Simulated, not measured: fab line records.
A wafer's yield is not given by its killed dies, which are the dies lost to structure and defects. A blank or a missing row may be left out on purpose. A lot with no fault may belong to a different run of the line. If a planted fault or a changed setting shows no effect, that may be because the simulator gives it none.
Matching of chambers :: flow n5_finfet :: rie_diel-01 running N5_BEOL_M13_ETCH_59: 4 sister chambers
The step etches BARC in N2/H2, target depth 89 nm, overetch 26.7 nm, time 67.9 s. 4 wafers are shown with their chamber, then 8 later ones without.

== WAFERS WITH THEIR CHAMBER ==
wafer: L088.5
chamber: 3
drypump_motor_current_A (A): 4.7

wafer: L094.4
chamber: 0
drypump_motor_current_A (A): 5.0

wafer: L094.5
chamber: 2
drypump_motor_current_A (A): 5.5

wafer: L089.3
chamber: 1
drypump_motor_current_A (A): 5.2

== WAFERS WITHOUT THEIR CHAMBER ==
wafer: L089.5
drypump_motor_current_A (A): 5.5

wafer: L089.6
drypump_motor_current_A (A): 5.2

wafer: L087.1
drypump_motor_current_A (A): 5.6

wafer: L087.2
drypump_motor_current_A (A): 5.2

wafer: L087.3
drypump_motor_current_A (A): 5.0

wafer: L086.3
drypump_motor_current_A (A): 5.2

wafer: L086.4
drypump_motor_current_A (A): 4.7

wafer: L086.5
drypump_motor_current_A (A): 5.0

== WHICH CHAMBER EACH WENT THROUGH ==
wafer: L089.5
from the rows above: 2
in truth: 2

wafer: L089.6
from the rows above: 1
in truth: 1

wafer: L087.1
from the rows above: 2
in truth: 2

wafer: L087.2
from the rows above: 1
in truth: 1

wafer: L087.3
from the rows above: 0
in truth: 0

wafer: L086.3
from the rows above: 1
in truth: 1

wafer: L086.4
from the rows above: 3
in truth: 3

wafer: L086.5
from the rows above: 0
in truth: 0
Placed correctly: 8 of 8. Can't be placed from these rows: 0. Wrongly placed: 0.
How it was worked out, from the rows above alone: a wafer's distance from a chamber is the root of the sum, over the readings, of the square of ((its reading less the chamber's mean) divided by the reading's scatter). The wafer belongs to the nearest chamber; if the next one is less than 2 further off, it can't be placed. Each chamber's mean is taken over the wafers shown for it. The scatter (one wafer shown for each chamber): square how far every hidden wafer sits from the nearest shown wafer, average those squares and take the square root.
